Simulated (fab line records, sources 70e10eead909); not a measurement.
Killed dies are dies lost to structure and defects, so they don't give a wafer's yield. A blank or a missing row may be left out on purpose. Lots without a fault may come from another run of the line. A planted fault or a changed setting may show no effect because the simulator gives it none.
A struck lot beside a sound one | flow nand_harc | 13 steps out of a route of 1302
Sound: wafers L692.1, L692.2, L692.6. Struck: wafers L696.3, L696.5, L696.6. The cause comes at the end.
At each step with rows: each side's tool, then ch and its chambers, then its first start. Under that, the readings that differ: sound wafers | struck wafers | difference of the means | sigmas: that difference in standard deviations of wafers without a fault.
alike: readings whose means differ by less than 2 such deviations, and words and numbers that are the same on both sides. not compared: withheld readings, readings that some wafer has no value for, bounds like >300 that may hide the same value, and numbers for which the record gives no deviation and whose values overlap.
The two part at a step that has a row with sigmas, a row that says differs or no value, or rows on one side only. Numbers that don't overlap but have no deviation are shown without sigmas and don't part them. A reading that every wafer of one side lacks parts them only if that side has two wafers or more.

NHARC_P_CONTACT_CMP_24: polishes, t overpolish 30 s, target thk 200 nm.
  sound on cmp-04 ch 1,2, day 9 17:14; struck on cmp-03 ch 2,3, day 11 12:26
  alike: motor_current_A, overpolish_run_s, time_to_endpoint_s
then, 1 step without rows for these wafers: NHARC_P_CONTACT_SRD_26.
NHARC_P_CONTACT_INSPECT_27:
  sound on defect_inspect-01, day 9 17:38; struck on defect_inspect-02, day 11 12:49
  alike: raw_defect_count
then, 8 steps without rows for these wafers: NHARC_P_M0_DEP_00 (deposits SiOC, target thk 150 nm); NHARC_P_M0_DEHYDRATE_01 (time 120 s); NHARC_P_M0_HMDS_02 (time 30 s); NHARC_P_M0_COAT_33 (time 65 s); NHARC_P_M0_COAT_03 (resist thk 90 nm); NHARC_P_M0_SOFTBAKE_04 (time 55 s); NHARC_P_M0_EBR_05; NHARC_P_M0_EXPOSE_06 (exposes mask P M0, target cd 90 nm).
NHARC_P_M0_PEB_07: peb time 65 s.
  sound on litho_track-04 ch 0, day 9 18:28; struck on litho_track-06 ch 0, day 11 13:38
  reading                  | sound             | struck            | difference | sigmas
  heater_power_total_W (W) | 156.1 156.6 156.0 | 153.9 153.9 153.2 | -2.6       | -6
  plate_temp_C (C)         | 99.76 99.91 99.78 | 98.36 98.74 98.61 | -1.25      | -8
then, 1 step without rows for these wafers: NHARC_P_M0_DEVELOP_08 (develop time 35 s).

WHERE THEY PART
Only at NHARC_P_M0_PEB_07, within this record.

WHY: what the simulator had put in
Process parameter drift: litho_track-06, from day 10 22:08 on, at NHARC_P_M0_PEB_07. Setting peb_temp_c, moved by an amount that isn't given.
